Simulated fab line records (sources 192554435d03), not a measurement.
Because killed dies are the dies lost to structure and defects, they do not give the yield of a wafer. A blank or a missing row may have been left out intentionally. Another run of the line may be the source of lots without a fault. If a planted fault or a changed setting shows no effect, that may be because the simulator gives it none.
Matching of chambers | flow n5_finfet | N5_MOL_CONTACT_COAG_DESCUM_45 on rie_diel-02 has 4 sister chambers
The step chemistry O2, time 7 s. 4 wafers are shown with their chamber, then 12 later ones without.

== WAFERS, EACH WITH ITS CHAMBER ==
wafer  | chamber | showerhead_plenum_p_Torr (Torr)
L082.3 | 3       | 2.08
L089.1 | 1       | 2.18
L089.3 | 2       | 2.05
L089.4 | 0       | 2.00

== WAFERS WHOSE CHAMBER IS MISSING ==
wafer  | showerhead_plenum_p_Torr (Torr)
L091.3 | 2.04
L091.4 | 2.00
L091.6 | 2.05
L094.1 | 2.07
L094.2 | 2.00
L094.3 | 2.17
L096.2 | 2.17
L096.3 | 1.99
L096.5 | 2.07
L097.2 | 2.07
L097.4 | 2.04
L097.5 | 2.17

== WHICH CHAMBER EACH ONE RAN IN ==
wafer  | from the rows above     | in truth
L091.3 | 2                       | 2
L091.4 | 0                       | 0
L091.6 | 2                       | 2
L094.1 | can't be placed: 3 or 2 | 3
L094.2 | 0                       | 0
L094.3 | 1                       | 1
L096.2 | 1                       | 1
L096.3 | 0                       | 0
L096.5 | can't be placed: 3 or 2 | 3
L097.2 | can't be placed: 3 or 2 | 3
L097.4 | 2                       | 2
L097.5 | 1                       | 1
Correct placement for 9 of the 12. These rows do not allow placing 3 (true chamber among the candidates in 3). Number placed wrongly: 0.
How it was worked out, from the rows above alone: a wafer's distance from a chamber is the root of the sum, over the readings, of the square of ((its reading less the chamber's mean) divided by the reading's scatter). If the next closest chamber is less than 2 further off than the closest, the wafer can't be placed; otherwise it belongs to the closest. For every chamber, the mean is computed from those of its wafers that are shown. The scatter: with one shown wafer a chamber, the root of the mean of the squares of how far each hidden wafer lies from its nearest shown one.
